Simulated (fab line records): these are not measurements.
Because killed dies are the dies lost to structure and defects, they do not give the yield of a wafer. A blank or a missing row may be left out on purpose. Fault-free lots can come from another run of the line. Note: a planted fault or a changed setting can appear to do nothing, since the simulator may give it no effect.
Comparing a struck lot with a sound one | flow nandHarc | 20 steps out of a route of 1302
Sound: these wafers, L595.1, L595.3, L595.4. Wafers L606.2, L606.4, L606.6 were the ones struck. The cause is given at the end.
Per side, at each step with rows, come the tool, then ch with its chambers, and then its first start. Under that, the readings that differ: sound wafers | struck wafers | difference of the means | sigmas: that difference in standard deviations of wafers without a fault.
alike: readings with means less than 2 such deviations apart, plus words and numbers identical on both sides. not compared: withheld readings, readings lacking a value on some wafer, bounds such as >300 that could conceal the same value, and numbers that have no deviation in the record and whose values overlap.
A row with sigmas, a row that says differs or no value, or rows on one side alone: a step with any of these is where the two part. Numbers that don't overlap but have no deviation are shown without sigmas and don't part them. A reading missing from all wafers of one side parts the sides only when that side holds two or more wafers.

NHARC_P_CONTACT_DEP_00: deposits SiO2, target thk 500 nm.
  sound: pecvd-03 ch 0,1; struck: pecvd-03 ch 1,2
reading          | sound       | struck      | difference | sigmas
heaterPowerW (W) | 561 320 342 | 648 677 576 | +226       | +2
  alike: throttleValvePct
NHARC_P_CONTACT_CMP_01: polishes SiO2, target thk 200 nm.
  sound on cmp-03 ch 0,1,2, day 7 23:03; struck on cmp-03 ch 0,1,2, day 12 19:46
  alike: motorCurrentA
then, 9 steps without rows for these wafers: NHARC_P_CONTACT_SRD_03; NHARC_P_CONTACT_DEHYDRATE_04 (time 120 s); NHARC_P_CONTACT_HMDS_05 (time 30 s); NHARC_P_CONTACT_COAT_33 (time 75 s); NHARC_P_CONTACT_COAT_34 (time 65 s); NHARC_P_CONTACT_COAT_06 (resist thk 90 nm); NHARC_P_CONTACT_SOFTBAKE_07 (time 55 s); NHARC_P_CONTACT_EBR_08; NHARC_P_CONTACT_EXPOSE_09 (exposes mask P CA, target cd 90 nm).
NHARC_P_CONTACT_PEB_10: peb time 65 s.
  sound on lithoTrack-04 ch 0, day 7 23:48; struck on lithoTrack-06 ch 0, day 12 20:31
reading               | sound             | struck            | difference | sigmas
heaterPowerTotalW (W) | 157.0 156.3 157.1 | 161.5 160.7 161.6 | +4.5       | +11
then, 1 step without rows for these wafers: NHARC_P_CONTACT_DEVELOP_11 (develop time 35 s).
NHARC_P_CONTACT_CD_MEAS_12: target cd 90 nm.
  sound on cdSem-03 ch 0, day 7 23:53; struck on cdSem-03 ch 0, day 12 20:35
reading   | sound          | struck         | difference | sigmas
cdNm (nm) | 90.4 90.2 90.5 | 87.6 88.6 87.3 | -2.5       | -3
NHARC_P_CONTACT_OVL_MEAS_13:
  sound on overlay-02, day 7 23:59; struck on overlay-02, day 12 20:41
  alike: overlayXNm, overlayYNm
NHARC_P_CONTACT_INSPECT_14:
  sound on defectInspect-02, day 8 00:01; struck on defectInspect-02, day 12 20:43
  alike: rawDefectCount
NHARC_P_CONTACT_DESCUM_17: chemistry O2, time 3 s.
  sound on rieDiel-05 ch 1,2, day 8 00:05; struck on rieDiel-05 ch 0,1,3, day 12 20:47
reading                   | sound             | struck           | difference | sigmas
model.P_CONTACT.cdNm (nm) | 90.49 90.06 90.74 | 87.83 88.1 88.09 | -2.42      | 
  alike: drypumpMotorCurrentA, mfcArSccm, oesProductAu, rfVppV, showerheadPlenumPTorr, throttleValvePct
  not compared: rfHoursCounterH
NHARC_P_CONTACT_ETCH_35: etches the open film in CF4, target depth 39 nm, time 65 s.
  sound on rieDiel-05 ch 1,2, day 8 00:11; struck on rieDiel-05 ch 0,1,2, day 12 20:52
reading                   | sound             | struck            | difference | sigmas
model.P_CONTACT.cdNm (nm) | 90.52 90.22 90.74 | 87.96 87.97 88.08 | -2.49      | 
  alike: drypumpMotorCurrentA, mfcArSccm, oesProductAu, rfVppV, showerheadPlenumPTorr, throttleValvePct
  not compared: rfHoursCounterH
NHARC_P_CONTACT_ETCH_36: etches the open film in N2/H2, target depth 260 nm, time 406.25 s.
  sound: rieDiel-05 ch 1,2; struck: rieDiel-05 ch 1,3
  alike: drypumpMotorCurrentA, mfcArSccm, oesProductAu, rfVppV, showerheadPlenumPTorr, throttleValvePct
  not compared: rfHoursCounterH
-- record jumps: 19 days between struck wafers' starts before vs after; left off in module P_CONTACT, resumes in module END, first step shown is number 1302 of the route --
NHARC_END_SORT_01:
  at this point the record logs the struck wafers (prober-01 ch 0, day 31 14:13) and has no rows for the sound ones

WHERE THEY PART
First at NHARC_P_CONTACT_DEP_00; last, within this record, at NHARC_END_SORT_01.

WHY: what the simulator had put in
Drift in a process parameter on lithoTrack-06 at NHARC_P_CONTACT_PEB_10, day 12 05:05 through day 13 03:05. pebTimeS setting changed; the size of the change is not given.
